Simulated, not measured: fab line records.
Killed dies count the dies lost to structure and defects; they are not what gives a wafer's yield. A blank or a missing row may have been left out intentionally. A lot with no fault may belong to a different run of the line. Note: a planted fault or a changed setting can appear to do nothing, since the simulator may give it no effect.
Which tool did it?	flow n5Finfet	Sampling: 23 lots, 69 wafers, 6 of 1938 route steps

WHAT EACH GAUGE READ, for each wafer
N5_BEOL_M13_CD_MEAS_17: target cd 190 nm.
lot	measured	on	cdNm (nm)
L074	day 11 01:46	cdSem-03	190.7 189.2 190.6
L075	day 11 09:43	cdSem-03	190.8 190.6 189.5
L077	day 11 12:54	cdSem-01	191.0 188.9 189.2
L076	day 11 21:26	cdSem-03	187.9 189.0 187.7
L079	day 12 20:40	cdSem-02	189.2 190.4 187.7
L078	day 12 23:01	cdSem-03	189.1 190.0 188.0
L082	day 13 02:18	cdSem-03	189.8 192.1 193.2
L080	day 13 07:26	cdSem-03	188.4 189.4 191.9
L081	day 13 14:32	cdSem-01	189.9 190.8 190.0
L085	day 13 23:14	cdSem-01	190.9 188.8 189.6
L083	day 14 01:14	cdSem-02	188.1 185.7 190.3
L087	day 14 06:56	cdSem-01	189.0 189.2 187.4
L086	day 14 09:15	cdSem-01	189.2 188.8 190.8
L084	day 14 09:50	cdSem-01	190.7 192.1 190.1
L088	day 14 16:19	cdSem-03	191.3 190.5 190.4
L089	day 14 20:32	cdSem-02	189.9 190.5 190.4
L090	day 15 17:07	cdSem-02	190.6 190.4 191.3
L091	day 15 22:22	cdSem-01	190.8 191.2 191.3
L092	day 15 22:39	cdSem-02	189.5 191.9 189.6
L093	day 16 08:55	cdSem-03	190.0 191.2 187.7
L094	day 16 17:33	cdSem-01	190.3 189.0 189.9
L097	day 17 02:00	cdSem-03	191.2 190.0 190.1
L096	day 17 08:49	cdSem-03	191.7 189.7 190.1

N5_BEOL_M13_THK_MEAS_50: measures by xrf.
lot	measured	on	M13_THK (nm)
L074	day 11 08:07	filmMetro-02	423 420 425
L075	day 11 14:38	filmMetro-02	427 440 444
L077	day 12 00:00	filmMetro-02	424 435 420
L076	day 12 01:04	filmMetro-02	427 422 427
L079	day 13 01:06	filmMetro-02	443 440 449
L078	day 13 05:47	filmMetro-01	416 419 417
L082	day 13 06:20	filmMetro-02	434 433 434
L080	day 13 13:02	filmMetro-02	437 440 431
L081	day 13 20:32	filmMetro-02	437 446 439
L085	day 14 03:27	filmMetro-02	424 431 427
L083	day 14 05:38	filmMetro-02	429 417 431
L087	day 14 14:46	filmMetro-01	430 429 422
L086	day 14 17:25	filmMetro-01	438 430 443
L084	day 14 18:51	filmMetro-02	447 448 433
L088	day 14 20:47	filmMetro-01	426 427 410
L089	day 15 00:35	filmMetro-02	430 423 432
L090	day 15 19:56	filmMetro-01	420 407 421
L091	day 16 01:26	filmMetro-01	426 424 413
L092	day 16 02:13	filmMetro-01	427 441 431
L093	day 16 12:38	filmMetro-01	436 437 438
L094	day 16 20:09	filmMetro-01	439 437 442
L097	day 17 07:01	filmMetro-02	427 443 446
L096	day 17 12:37	filmMetro-02	447 436 444

WHAT TOOL EACH LOT RAN ON (gives the tool, then ch and the chambers of the sampled wafers, and finally the start)
lot	N5_BEOL_M13_STRIP_63	N5_BEOL_M13_DESCUM_33	N5_BEOL_M13_ETCH_67	N5_BEOL_M13_PRE_CLEAN_42
L074	plasmaAsher-01 ch 0,1, day 11 01:34	rieDiel-05 ch 0,1,2, day 11 02:11	rieDiel-05 ch 0,1,2, day 11 02:13	pvdSputter-02, day 11 05:50
L075	plasmaAsher-01 ch 0,1, day 11 09:31	rieDiel-04 ch 1,2, day 11 10:15	rieDiel-04 ch 1,2, day 11 10:17	pvdSputter-03, day 11 13:18
L077	plasmaAsher-02 ch 0,1, day 11 12:41	rieDiel-01 ch 0,3, day 11 13:19	rieDiel-01 ch 0,3, day 11 13:21	pvdSputter-02, day 11 22:56
L076	plasmaAsher-02 ch 0,1, day 11 21:14	rieDiel-05 ch 0,3, day 11 21:59	rieDiel-05 ch 0,3, day 11 22:01	pvdSputter-02, day 11 23:37
L079	plasmaAsher-02 ch 0,1, day 12 20:29	rieDiel-04 ch 0,2, day 12 21:05	rieDiel-04 ch 0,2, day 12 21:07	pvdSputter-02, day 12 23:53
L078	plasmaAsher-01 ch 0,1, day 12 22:48	rieDiel-01 ch 0,1, day 13 00:08	rieDiel-01 ch 0,1, day 13 00:11	pvdSputter-01, day 13 04:43
L082	plasmaAsher-02 ch 0,1, day 13 02:06	rieDiel-05 ch 0,2, day 13 02:50	rieDiel-05 ch 0,2, day 13 02:53	pvdSputter-01, day 13 05:08
L080	plasmaAsher-02 ch 0,1, day 13 07:14	rieDiel-04 ch 2,3, day 13 07:59	rieDiel-04 ch 2,3, day 13 08:02	pvdSputter-03, day 13 11:58
L081	plasmaAsher-01 ch 0,1, day 13 14:19	rieDiel-04 ch 1,2, day 13 15:22	rieDiel-04 ch 1,2, day 13 15:24	pvdSputter-02, day 13 19:27
L085	plasmaAsher-01 ch 0,1, day 13 23:02	rieDiel-05 ch 0,1, day 13 23:39	rieDiel-05 ch 0,1, day 13 23:41	pvdSputter-03, day 14 02:22
L083	plasmaAsher-02 ch 0,1, day 14 01:02	rieDiel-05 ch 0,2,3, day 14 01:40	rieDiel-05 ch 0,2,3, day 14 01:41	pvdSputter-02, day 14 03:56
L087	plasmaAsher-01 ch 0,1, day 14 06:44	rieDiel-01 ch 0,1,2, day 14 07:44	rieDiel-01 ch 0,1,2, day 14 07:46	pvdSputter-01, day 14 13:22
L086	plasmaAsher-01 ch 0,1, day 14 09:04	rieDiel-04 ch 0,1,3, day 14 09:40	rieDiel-04 ch 0,1,3, day 14 09:42	pvdSputter-02, day 14 16:20
L084	plasmaAsher-02 ch 0,1, day 14 09:37	rieDiel-04 ch 0,1,3, day 14 10:28	rieDiel-04 ch 0,1,3, day 14 10:29	pvdSputter-02, day 14 17:47
L088	plasmaAsher-02 ch 0, day 14 16:07	rieDiel-05 ch 0,1, day 14 17:01	rieDiel-05 ch 0,1, day 14 17:02	pvdSputter-01, day 14 19:41
L089	plasmaAsher-01 ch 0, day 14 20:19	rieDiel-01 ch 0,1,2, day 14 20:57	rieDiel-01 ch 0,1,2, day 14 20:59	pvdSputter-03, day 14 23:22
L090	plasmaAsher-01 ch 0,1, day 15 16:56	rieDiel-05 ch 0,1,2, day 15 17:32	rieDiel-05 ch 0,1,2, day 15 17:34	pvdSputter-01, day 15 18:52
L091	plasmaAsher-01 ch 0,1, day 15 22:10	rieDiel-05 ch 0,1,2, day 15 22:55	rieDiel-05 ch 0,1,2, day 15 22:58	pvdSputter-01, day 16 00:20
L092	plasmaAsher-02 ch 0,1, day 15 22:27	rieDiel-04 ch 0,1,3, day 15 23:23	rieDiel-04 ch 0,1,3, day 15 23:26	pvdSputter-02, day 16 01:08
L093	plasmaAsher-02 ch 0,1, day 16 08:43	rieDiel-04 ch 0,1,2, day 16 09:20	rieDiel-04 ch 0,1,2, day 16 09:22	pvdSputter-01, day 16 11:31
L094	plasmaAsher-02 ch 0,1, day 16 17:20	rieDiel-04 ch 1,2, day 16 17:58	rieDiel-04 ch 1,2, day 16 18:00	pvdSputter-03, day 16 18:59
L097	plasmaAsher-02 ch 0,1, day 17 01:47	rieDiel-04 ch 1,3, day 17 02:25	rieDiel-04 ch 1,3, day 17 02:27	pvdSputter-02, day 17 05:46
L096	plasmaAsher-02 ch 0,1, day 17 08:37	rieDiel-04 ch 0,2,3, day 17 09:22	rieDiel-04 ch 0,2,3, day 17 09:23	pvdSputter-02, day 17 11:14
- N5_BEOL_M13_STRIP_63: strips in N2/H2.
- N5_BEOL_M13_DESCUM_33: chemistry O2, time 7.9 s.
- N5_BEOL_M13_ETCH_67: etches SiARC in CF4, target depth 143 nm, time 238.3 s.
- N5_BEOL_M13_PRE_CLEAN_42: time 30 s.

AS READ BY THE TOOLS THEMSELVES (means over the sampled wafers that have a number; for cases with no such wafer, the mark the record gives instead)
N5_BEOL_M13_STRIP_63.
lot	tool	drypumpMotorCurrentA (A)	heaterPowerW (W)	n2FlowSccm (sccm)	oesProductAu (a.u.)	stripTimeToEndpointS (s)	tempC (C)
L074	plasmaAsher-01	5.6	301	1750	0.673	27.3	250.04
L075	plasmaAsher-01	5.6	300	1756	0.671	27.2	250.06
L077	plasmaAsher-02	5.3	316	1751	0.677	28.9	249.95
L076	plasmaAsher-02	5.6	319	1760	0.673	28.2	249.98
L079	plasmaAsher-02	5.3	315	1751	0.672	27.3	250.06
L078	plasmaAsher-01	5.6	300	1755	0.672	27.9	249.85
L082	plasmaAsher-02	5.6	323	1751	0.677	29.0	250.12
L080	plasmaAsher-02	5.6	317	1753	0.672	27.5	250.02
L081	plasmaAsher-01	5.6	300	1752	0.670	28.2	249.99
L085	plasmaAsher-01	5.6	306	1747	0.673	28.8	250.08
L083	plasmaAsher-02	5.6	321	1750	0.679	28.7	250.10
L087	plasmaAsher-01	5.6	304	1751	0.678	27.1	250.09
L086	plasmaAsher-01	5.6	301	1749	0.675	28.5	249.89
L084	plasmaAsher-02	5.3	318	1751	0.675	27.8	250.05
L088	plasmaAsher-02	5.8	324	1752	0.671	28.9	250.11
L089	plasmaAsher-01	6.0	318	1751	0.675	26.5	249.94
L090	plasmaAsher-01	5.8	312	1749	0.673	27.1	249.91
L091	plasmaAsher-01	5.8	310	1744	0.678	29.0	249.98
L092	plasmaAsher-02	5.3	320	1748	0.675	28.9	250.00
L093	plasmaAsher-02	5.6	321	1749	0.674	27.7	250.02
L094	plasmaAsher-02	5.3	317	1752	0.675	27.1	250.08
L097	plasmaAsher-02	5.6	320	1748	0.675	27.7	249.92
L096	plasmaAsher-02	5.3	321	1748	0.678	27.7	250.04

N5_BEOL_M13_DESCUM_33.
lot	tool	biasPowerW (W)	drypumpMotorCurrentA (A)	oesProductAu (a.u.)	rfVppV (V)	showerheadPlenumPTorr (Torr)	tempC (C)	throttleValvePct (%)
L074	rieDiel-05	19.99	5.5	0.77	243.2	2.13	40.00	20.38
L075	rieDiel-04	20.01	6.2	0.80	243.4	2.08	39.96	20.20
L077	rieDiel-01	20.01	5.5	0.74	242.0	2.04	39.95	20.36
L076	rieDiel-05	19.98	5.5	0.79	244.7	2.18	40.03	20.48
L079	rieDiel-04	19.96	6.0	0.86	243.5	2.08	40.01	20.06
L078	rieDiel-01	19.97	5.4	0.73	243.3	2.09	40.02	20.43
L082	rieDiel-05	20.06	5.7	0.75	243.6	2.12	39.93	20.48
L080	rieDiel-04	19.97	6.1	0.85	242.9	2.07	39.88	20.06
L081	rieDiel-04	20.00	6.2	0.88	242.9	2.08	40.08	20.08
L085	rieDiel-05	19.96	5.3	0.76	243.6	2.13	40.08	20.34
L083	rieDiel-05	20.01	5.6	0.74	243.0	2.12	39.90	20.51
L087	rieDiel-01	19.99	5.4	0.80	242.0	2.08	40.03	20.47
L086	rieDiel-04	20.01	5.9	0.91	243.2	2.13	39.94	20.24
L084	rieDiel-04	20.01	5.9	0.91	243.5	2.13	39.95	20.23
L088	rieDiel-05	20.03	5.3	0.80	243.9	2.18	40.16	20.40
L089	rieDiel-01	19.97	5.4	0.80	243.3	2.07	40.01	20.47
L090	rieDiel-05	20.04	5.5	0.83	243.3	2.12	39.92	20.32
L091	rieDiel-05	20.00	5.5	0.82	242.3	2.12	39.90	20.32
L092	rieDiel-04	20.00	5.9	0.88	242.8	2.13	40.04	20.25
L093	rieDiel-04	19.94	6.1	0.86	243.1	2.10	40.09	20.19
L094	rieDiel-04	19.99	6.2	0.88	243.3	2.10	40.08	20.20
L097	rieDiel-04	20.05	6.2	0.89	243.4	2.12	39.98	20.28
L096	rieDiel-04	20.01	5.9	0.83	243.7	2.09	40.02	20.17

N5_BEOL_M13_ETCH_67.
lot	tool	drypumpMotorCurrentA (A)	etchRfOnTimeS (s)	mfcArSccm (sccm)	oesProductAu (a.u.)	rfVppV (V)	showerheadPlenumPTorr (Torr)	throttleValvePct (%)
L074	rieDiel-05	5.5	241	100.04	0.66	184.5	2.18	15.55
L075	rieDiel-04	6.2	233	100.01	0.68	183.7	2.12	15.32
L077	rieDiel-01	5.6	243	100.12	0.64	183.5	2.08	15.50
L076	rieDiel-05	5.5	241	100.16	0.68	184.8	2.23	15.64
L079	rieDiel-04	6.0	234	99.67	0.74	183.8	2.11	15.15
L078	rieDiel-01	5.5	235	100.23	0.64	183.3	2.13	15.64
L082	rieDiel-05	5.7	238	99.99	0.64	184.4	2.17	15.68
L080	rieDiel-04	6.1	235	99.91	0.72	183.3	2.11	15.21
L081	rieDiel-04	6.2	229	99.92	0.75	183.2	2.11	15.19
L085	rieDiel-05	5.3	239	100.13	0.66	185.2	2.18	15.48
L083	rieDiel-05	5.6	243	100.13	0.62	183.6	2.17	15.72
L087	rieDiel-01	5.4	241	99.83	0.68	183.7	2.12	15.64
L086	rieDiel-04	5.9	234	99.87	0.77	184.3	2.19	15.45
L084	rieDiel-04	6.0	236	99.93	0.77	185.5	2.19	15.45
L088	rieDiel-05	5.3	238	100.23	0.69	185.1	2.22	15.53
L089	rieDiel-01	5.4	239	99.77	0.69	184.0	2.12	15.65
L090	rieDiel-05	5.5	241	100.07	0.70	184.8	2.17	15.45
L091	rieDiel-05	5.5	239	100.11	0.71	184.3	2.17	15.46
L092	rieDiel-04	5.9	235	100.17	0.76	184.3	2.19	15.46
L093	rieDiel-04	6.0	230	99.99	0.75	183.2	2.14	15.34
L094	rieDiel-04	6.3	229	100.31	0.75	184.0	2.14	15.36
L097	rieDiel-04	6.2	231	99.85	0.77	185.5	2.18	15.51
L096	rieDiel-04	5.9	236	100.00	0.71	184.4	2.14	15.37

N5_BEOL_M13_PRE_CLEAN_42.
lot	tool	heaterPowerW (W)
L074	pvdSputter-02	363
L075	pvdSputter-03	342
L077	pvdSputter-02	344
L076	pvdSputter-02	334
L079	pvdSputter-02	289
L078	pvdSputter-01	325
L082	pvdSputter-01	351
L080	pvdSputter-03	359
L081	pvdSputter-02	362
L085	pvdSputter-03	321
L083	pvdSputter-02	321
L087	pvdSputter-01	350
L086	pvdSputter-02	290
L084	pvdSputter-02	380
L088	pvdSputter-01	377
L089	pvdSputter-03	329
L090	pvdSputter-01	358
L091	pvdSputter-01	339
L092	pvdSputter-02	342
L093	pvdSputter-01	337
L094	pvdSputter-03	364
L097	pvdSputter-02	371
L096	pvdSputter-02	359

THE ANSWER, worked out from the rows above alone
Rule: usual is defined by the lots themselves. The widest of any qualifying gaps counts: lots, ordered by their means at a reading, are off when they make up no more than a third of the lots, leave a main group of 4 or more, and stand apart from it by 3 or more times the standard deviation of that group's means. Not used: any main group whose means are identical at the precision the tables above print for the reading. A lot without any number at a reading at which 4 lots or more have one is off too. Any other lot the step has rows for is counted as sound. First the gauges in route order, then the tools' own readings, where a lot's mean is used as printed above. The first step at which some lot is off is used, and at that step the reading that is off furthest; a lot without a number counts as furthest.
No lot is off at any reading shown: from this, nothing can be told.

WHAT THE SIMULATOR HAD PUT IN
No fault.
